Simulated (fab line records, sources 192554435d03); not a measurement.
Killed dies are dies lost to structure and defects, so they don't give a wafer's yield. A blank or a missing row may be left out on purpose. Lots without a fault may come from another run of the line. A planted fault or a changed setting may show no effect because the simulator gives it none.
Which tool did it? | flow n5_finfet | 24 lots, 72 wafers sampled, at 6 steps of a route of 1938

WHAT THE GAUGES READ, wafer by wafer
N5_BEOL_M15_THK_MEAS_50: measures by xrf.
lot  | measured     | on            | M15_THK (nm)
L074 | day 13 00:49 | film_metro-01 | 879 853 856
L075 | day 13 14:12 | film_metro-02 | 844 824 815
L077 | day 13 15:48 | film_metro-02 | 858 841 843
L076 | day 13 16:25 | film_metro-02 | 836 856 858
L078 | day 13 17:03 | film_metro-01 | 865 860 864
L080 | day 13 18:21 | film_metro-01 | 862 847 855
L081 | day 14 05:40 | film_metro-01 | 860 836 858
L079 | day 14 20:17 | film_metro-02 | 858 844 851
L082 | day 14 21:02 | film_metro-01 | 863 871 860
L083 | day 14 21:18 | film_metro-01 | 872 860 867
L084 | day 15 07:05 | film_metro-01 | 862 851 857
L087 | day 15 07:43 | film_metro-01 | 847 846 840
L085 | day 16 00:08 | film_metro-01 | 862 855 873
L088 | day 16 03:35 | film_metro-01 | 849 853 820
L089 | day 16 07:46 | film_metro-02 | 853 864 865
L086 | day 16 11:50 | film_metro-01 | 838 848 843
L091 | day 16 12:10 | film_metro-02 | 845 870 869
L092 | day 17 09:01 | film_metro-01 | 860 840 870
L090 | day 17 11:23 | film_metro-02 | 875 869 846
L093 | day 17 17:36 | film_metro-01 | 855 841 839
L095 | day 17 18:28 | film_metro-01 | 869 855 852
L094 | day 18 15:10 | film_metro-02 | 826 845 845
L096 | day 19 06:58 | film_metro-01 | 835 848 868
L097 | day 19 15:37 | film_metro-02 | 871 864 866

N5_PASSIVATION_CD_MEAS_10: target cd 3000 nm.
lot  | measured     | on        | cd_nm (nm)
L074 | day 13 07:40 | cd_sem-03 | 2999.6 3001.6 2999.7
L075 | day 13 20:23 | cd_sem-03 | 3001.4 2999.2 3000.1
L077 | day 13 23:21 | cd_sem-01 | 3001.1 3002.5 3000.7
L076 | day 14 00:00 | cd_sem-03 | 3003.6 3000.9 3000.5
L078 | day 14 00:14 | cd_sem-01 | 2999.1 2999.9 2999.6
L080 | day 14 02:35 | cd_sem-03 | 2999.8 2999.0 2998.0
L081 | day 14 13:40 | cd_sem-03 | 2999.2 2997.4 2999.0
L079 | day 15 04:47 | cd_sem-01 | 2998.8 3002.6 3002.0
L082 | day 15 05:00 | cd_sem-02 | 2998.0 2998.9 2998.8
L083 | day 15 04:37 | cd_sem-01 | 3003.3 3000.7 3003.3
L084 | day 15 17:30 | cd_sem-02 | 3002.2 3003.2 3000.8
L087 | day 15 12:53 | cd_sem-01 | 3000.5 3001.8 3000.1
L085 | day 16 09:35 | cd_sem-02 | 2996.9 2999.2 3000.2
L088 | day 16 09:58 | cd_sem-02 | 3002.7 3000.7 3000.8
L089 | day 16 16:32 | cd_sem-01 | 3000.1 3000.8 3000.4
L086 | day 16 19:25 | cd_sem-03 | 2999.6 2997.9 3001.5
L091 | day 16 22:21 | cd_sem-01 | 3000.8 2998.9 3000.3
L092 | day 17 15:25 | cd_sem-03 | 2999.1 2999.0 2997.5
L090 | day 17 22:31 | cd_sem-01 | 2997.3 2998.6 2997.8
L093 | day 18 00:07 | cd_sem-02 | 2997.0 2998.9 3001.0
L095 | day 18 04:52 | cd_sem-03 | 2999.8 2999.4 2997.6
L094 | day 19 01:28 | cd_sem-02 | 3000.4 2998.5 2997.6
L096 | day 19 17:59 | cd_sem-01 | 2997.9 2998.8 2998.7
L097 | day 20 00:25 | cd_sem-01 | 2997.8 2997.5 2999.7

WHICH TOOL RAN EACH LOT (tool, then ch and the chambers of the sampled wafers, then the start)
lot  | N5_BEOL_M15_DEP_53              | N5_MIM_TOP_ETCH_PECVD_03        | N5_MIM_BOT_ETCH_ETCH_03           | N5_PASSIVATION_PECVD_01
L074 | pecvd-04 ch 0,1,2, day 13 00:53 | pecvd-04 ch 0,1,2, day 13 05:13 | rie_metal-01 ch 0,1, day 13 05:56 | pecvd-04 ch 0,1,2, day 13 06:43
L075 | pecvd-02 ch 1,2, day 13 14:16   | pecvd-02 ch 0,2, day 13 18:25   | rie_metal-02 ch 0,1, day 13 19:01 | pecvd-03 ch 1,2, day 13 19:53
L077 | pecvd-01 ch 0,1,2, day 13 15:52 | pecvd-03 ch 0,1,2, day 13 20:36 | rie_metal-03 ch 0,1, day 13 21:20 | pecvd-01 ch 0,2, day 13 22:10
L076 | pecvd-01 ch 1,2, day 13 16:29   | pecvd-03 ch 0,1,2, day 13 21:52 | rie_metal-02 ch 0,1, day 13 22:35 | pecvd-04 ch 0,1, day 13 23:21
L078 | pecvd-04 ch 1,2, day 13 17:07   | pecvd-03 ch 1,2, day 13 22:16   | rie_metal-03 ch 0,1, day 13 22:52 | pecvd-03 ch 1,2, day 13 23:38
L080 | pecvd-04 ch 1,2, day 13 18:25   | pecvd-02 ch 0,2, day 14 00:32   | rie_metal-02 ch 0,1, day 14 01:08 | pecvd-03 ch 0,2, day 14 01:56
L081 | pecvd-01 ch 0,2, day 14 05:45   | pecvd-03 ch 0,1,2, day 14 11:36 | rie_metal-02 ch 0,1, day 14 12:12 | pecvd-04 ch 1,2, day 14 12:58
L079 | pecvd-04 ch 1,2, day 14 20:21   | pecvd-03 ch 0,1, day 15 00:47   | rie_metal-03 ch 1, day 15 01:28   | pecvd-01 ch 0,1,2, day 15 02:14
L082 | pecvd-04 ch 1,2, day 14 21:06   | pecvd-03 ch 0,1, day 15 01:14   | rie_metal-01 ch 0,1, day 15 02:00 | pecvd-03 ch 0,1, day 15 02:46
L083 | pecvd-04 ch 1,2, day 14 21:23   | pecvd-02 ch 1,2, day 15 01:13   | rie_metal-02 ch 0,1, day 15 01:49 | pecvd-04 ch 1, day 15 02:35
L084 | pecvd-01 ch 0,1,2, day 15 07:08 | pecvd-03 ch 1,2, day 15 13:14   | rie_metal-01 ch 0,1, day 15 13:52 | pecvd-01 ch 0,1, day 15 14:35
L087 | pecvd-04 ch 1,2, day 15 07:47   | pecvd-04 ch 1,2, day 15 10:37   | rie_metal-02 ch 0,1, day 15 11:22 | pecvd-04 ch 0,2, day 15 12:11
L085 | pecvd-01 ch 0,1,2, day 16 00:12 | pecvd-04 ch 0,1,2, day 16 04:13 | rie_metal-02 ch 0,1, day 16 04:50 | pecvd-04 ch 0,1, day 16 05:37
L088 | pecvd-01 ch 0,1, day 16 03:39   | pecvd-03 ch 0,1,2, day 16 07:16 | rie_metal-03 ch 0,1, day 16 08:02 | pecvd-03 ch 0,2, day 16 08:50
L089 | pecvd-04 ch 0, day 16 07:51     | pecvd-03 ch 0,1,2, day 16 12:04 | rie_metal-03 ch 1, day 16 12:47   | pecvd-01 ch 1,2, day 16 13:41
L086 | pecvd-04 ch 0,2, day 16 11:55   | pecvd-02 ch 0,1,2, day 16 15:56 | rie_metal-01 ch 0,1, day 16 16:41 | pecvd-04 ch 0,2, day 16 17:27
L091 | pecvd-04 ch 0,1,2, day 16 12:14 | pecvd-02 ch 0,1,2, day 16 17:54 | rie_metal-03 ch 0,1, day 16 18:46 | pecvd-03 ch 0,1,2, day 16 19:32
L092 | pecvd-02 ch 0,2, day 17 09:05   | pecvd-04 ch 1,2, day 17 12:34   | rie_metal-01 ch 0,1, day 17 13:10 | pecvd-04 ch 1,2, day 17 13:56
L090 | pecvd-02 ch 0,2, day 17 11:28   | pecvd-04 ch 0,2, day 17 17:37   | rie_metal-01 ch 0,1, day 17 18:13 | pecvd-01 ch 0,2, day 17 18:58
L093 | pecvd-01 ch 0,1,2, day 17 17:40 | pecvd-02 ch 0,2, day 17 21:31   | rie_metal-03 ch 1, day 17 22:17   | pecvd-03 ch 0,2, day 17 23:31
L095 | pecvd-04 ch 0,2, day 17 18:32   | pecvd-04 ch 0,1,2, day 17 23:28 | rie_metal-01 ch 0,1, day 18 00:16 | pecvd-01 ch 0,1, day 18 01:02
L094 | pecvd-04 ch 1,2, day 18 15:13   | pecvd-02 ch 1,2, day 18 18:43   | rie_metal-03 ch 0, day 18 19:18   | pecvd-04 ch 1,2, day 18 20:16
L096 | pecvd-04 ch 0,2, day 19 07:02   | pecvd-04 ch 1,2, day 19 13:04   | rie_metal-03 ch 0,1, day 19 13:49 | pecvd-04 ch 0,2, day 19 14:46
L097 | pecvd-04 ch 0,1,2, day 19 15:41 | pecvd-04 ch 1,2, day 19 20:32   | rie_metal-03 ch 0,1, day 19 21:18 | pecvd-04 ch 1,2, day 19 22:25
- N5_BEOL_M15_DEP_53: deposits SiCN from 3MS/NH3, target thk 50 nm, time 17.8 s.
- N5_MIM_TOP_ETCH_PECVD_03: deposits SiNx from SiH4/NH3/N2, target thk 20 nm, time 17.6 s.
- N5_MIM_BOT_ETCH_ETCH_03: etches the open film in Cl2/BCl3, target depth 12 nm.
- N5_PASSIVATION_PECVD_01: deposits SiNx from SiH4/NH3/N2, target thk 200 nm, time 43.2 s.

WHAT THE TOOLS THEMSELVES READ (means of the sampled wafers that have a number; where no wafer has one, the mark that the record gives instead)
N5_BEOL_M15_DEP_53.
lot  | tool     | showerhead_plenum_p_Torr (Torr) | throttle_valve_pct (%)
L074 | pecvd-04 | 4.155                           | 17.4
L075 | pecvd-02 | 4.157                           | 19.1
L077 | pecvd-01 | 4.156                           | 17.4
L076 | pecvd-01 | 4.154                           | 16.9
L078 | pecvd-04 | 4.151                           | 17.2
L080 | pecvd-04 | 4.158                           | 17.3
L081 | pecvd-01 | 4.165                           | 17.1
L079 | pecvd-04 | 4.154                           | 18.0
L082 | pecvd-04 | 4.163                           | 17.9
L083 | pecvd-04 | 4.158                           | 17.9
L084 | pecvd-01 | 4.150                           | 17.4
L087 | pecvd-04 | 4.157                           | 17.2
L085 | pecvd-01 | 4.156                           | 17.5
L088 | pecvd-01 | 4.157                           | 17.9
L089 | pecvd-04 | 4.155                           | 17.3
L086 | pecvd-04 | 4.150                           | 17.0
L091 | pecvd-04 | 4.151                           | 17.7
L092 | pecvd-02 | 4.168                           | 17.9
L090 | pecvd-02 | 4.157                           | 18.1
L093 | pecvd-01 | 4.156                           | 17.4
L095 | pecvd-04 | 4.156                           | 17.2
L094 | pecvd-04 | 4.164                           | 17.7
L096 | pecvd-04 | 4.147                           | 17.2
L097 | pecvd-04 | 4.156                           | 17.6

N5_MIM_TOP_ETCH_PECVD_03.
lot  | tool     | heater_power_outer_w (W) | heater_power_w (W) | showerhead_plenum_p_Torr (Torr) | susceptor_temp_C (C) | throttle_valve_pct (%)
L074 | pecvd-04 | 482                      | 805                | 5.13                            | 400.06               | 38.6
L075 | pecvd-02 | 492                      | 857                | 5.18                            | 399.91               | 39.9
L077 | pecvd-03 | 396                      | 693                | 5.08                            | 399.97               | 37.7
L076 | pecvd-03 | 371                      | 661                | 5.07                            | 400.23               | 37.7
L078 | pecvd-03 | 455                      | 785                | 5.03                            | 399.94               | 36.4
L080 | pecvd-02 | 450                      | 780                | 5.14                            | 400.23               | 39.7
L081 | pecvd-03 | 379                      | 669                | 5.07                            | 399.99               | 37.5
L079 | pecvd-03 | 328                      | 596                | 5.12                            | 399.97               | 39.0
L082 | pecvd-03 | 340                      | 605                | 5.12                            | 399.89               | 39.0
L083 | pecvd-02 | 486                      | 774                | 5.10                            | 400.12               | 40.8
L084 | pecvd-03 | 451                      | 788                | 5.04                            | 399.91               | 36.4
L087 | pecvd-04 | 480                      | 796                | 5.13                            | 399.94               | 39.5
L085 | pecvd-04 | 470                      | 779                | 5.14                            | 399.91               | 38.7
L088 | pecvd-03 | 380                      | 669                | 5.08                            | 400.19               | 37.5
L089 | pecvd-03 | 372                      | 661                | 5.08                            | 399.96               | 37.7
L086 | pecvd-02 | 459                      | 788                | 5.15                            | 399.90               | 41.0
L091 | pecvd-02 | 438                      | 733                | 5.16                            | 400.06               | 41.1
L092 | pecvd-04 | 510                      | 838                | 5.12                            | 400.02               | 38.5
L090 | pecvd-04 | 535                      | 862                | 5.12                            | 399.75               | 37.8
L093 | pecvd-02 | 420                      | 773                | 5.18                            | 400.30               | 39.9
L095 | pecvd-04 | 472                      | 753                | 5.14                            | 400.07               | 38.9
L094 | pecvd-02 | 444                      | 725                | 5.11                            | 400.11               | 39.4
L096 | pecvd-04 | 523                      | 837                | 5.13                            | 399.82               | 38.5
L097 | pecvd-04 | 449                      | 752                | 5.14                            | 399.93               | 39.5

N5_MIM_BOT_ETCH_ETCH_03.
lot  | tool         | drypump_motor_current_A (A) | oes_product_au (a.u.) | throttle_valve_pct (%)
L074 | rie_metal-01 | 6.1                         | 0.76                  | 27.73
L075 | rie_metal-02 | 5.5                         | 0.82                  | 27.49
L077 | rie_metal-03 | 5.4                         | 0.73                  | 27.59
L076 | rie_metal-02 | 5.5                         | 0.76                  | 27.53
L078 | rie_metal-03 | 5.2                         | 0.70                  | 27.65
L080 | rie_metal-02 | 5.5                         | 0.77                  | 27.53
L081 | rie_metal-02 | 5.5                         | 0.81                  | 27.50
L079 | rie_metal-03 | 5.5                         | 0.75                  | 27.55
L082 | rie_metal-01 | 5.8                         | 0.80                  | 27.68
L083 | rie_metal-02 | 5.5                         | 0.76                  | 27.53
L084 | rie_metal-01 | 6.1                         | 0.74                  | 27.74
L087 | rie_metal-02 | 5.5                         | 0.76                  | 27.53
L085 | rie_metal-02 | 5.5                         | 0.76                  | 27.54
L088 | rie_metal-03 | 5.3                         | 0.71                  | 27.60
L089 | rie_metal-03 | 5.5                         | 0.75                  | 27.54
L086 | rie_metal-01 | 6.1                         | 0.74                  | 27.73
L091 | rie_metal-03 | 5.2                         | 0.68                  | 27.66
L092 | rie_metal-01 | 6.2                         | 0.73                  | 27.74
L090 | rie_metal-01 | 6.2                         | 0.73                  | 27.75
L093 | rie_metal-03 | 5.5                         | 0.74                  | 27.54
L095 | rie_metal-01 | 6.1                         | 0.73                  | 27.74
L094 | rie_metal-03 | 5.0                         | 0.97                  | 27.62
L096 | rie_metal-03 | 5.2                         | 0.88                  | 27.59
L097 | rie_metal-03 | 5.3                         | 0.80                  | 27.58

N5_PASSIVATION_PECVD_01.
lot  | tool     | heater_power_outer_w (W) | heater_power_w (W) | showerhead_plenum_p_Torr (Torr) | susceptor_temp_C (C) | throttle_valve_pct (%)
L074 | pecvd-04 | 173                      | 382                | 8.67                            | 400.04               | 28.2
L075 | pecvd-03 | 184                      | 420                | 8.62                            | 400.21               | 27.4
L077 | pecvd-01 | 227                      | 469                | 8.70                            | 400.14               | 27.7
L076 | pecvd-04 | 123                      | 319                | 8.68                            | 399.82               | 29.0
L078 | pecvd-03 | 183                      | 421                | 8.56                            | 399.95               | 26.6
L080 | pecvd-03 | 94                       | 292                | 8.54                            | 400.01               | 26.7
L081 | pecvd-04 | 219                      | 440                | 8.66                            | 399.87               | 27.8
L079 | pecvd-01 | 145                      | 344                | 8.65                            | 399.78               | 28.3
L082 | pecvd-03 | 79                       | 271                | 8.67                            | 400.10               | 28.3
L083 | pecvd-04 | 145                      | 348                | 8.68                            | 400.02               | 29.6
L084 | pecvd-01 | 164                      | 366                | 8.64                            | 400.03               | 29.5
L087 | pecvd-04 | 182                      | 389                | 8.65                            | 400.08               | 27.4
L085 | pecvd-04 | 125                      | 320                | 8.67                            | 400.11               | 28.6
L088 | pecvd-03 | 133                      | 338                | 8.55                            | 400.09               | 26.7
L089 | pecvd-01 | 171                      | 362                | 8.64                            | 400.11               | 28.7
L086 | pecvd-04 | 199                      | 409                | 8.65                            | 400.18               | 27.6
L091 | pecvd-03 | 113                      | 320                | 8.62                            | 400.21               | 27.6
L092 | pecvd-04 | 224                      | 447                | 8.66                            | 399.99               | 28.3
L090 | pecvd-01 | 184                      | 416                | 8.71                            | 400.02               | 27.6
L093 | pecvd-03 | 36                       | 209                | 8.61                            | 399.94               | 27.8
L095 | pecvd-01 | 187                      | 400                | 8.64                            | 399.98               | 29.5
L094 | pecvd-04 | 165                      | 372                | 8.68                            | 400.12               | 28.9
L096 | pecvd-04 | 116                      | 306                | 8.66                            | 400.18               | 27.9
L097 | pecvd-04 | 188                      | 404                | 8.66                            | 399.84               | 28.3

THE ANSWER, worked out from the rows above alone
Rule: what is usual is taken from the lots themselves. Put in order of their means at a reading, lots are off if they are a third of the lots or fewer, leave a main group of 4 or more, and stand apart from it by a gap of 3 or more times the standard deviation of the main group's means; of several such gaps the widest counts. A main group whose means are all the same, to the digits that the tables above print for the reading, isn't used. A lot without any number at a reading at which 4 lots or more have one is off too. The other lots that the step has rows for count as sound. The gauges are gone through in route order, then the tools' own readings, and for those a lot's mean is taken as printed above. The first step at which some lot is off is used, and at that step the reading that is off furthest; a lot without a number counts as furthest.
No lot is off at any reading shown: from this, nothing can be told.

WHAT THE SIMULATOR HAD PUT IN
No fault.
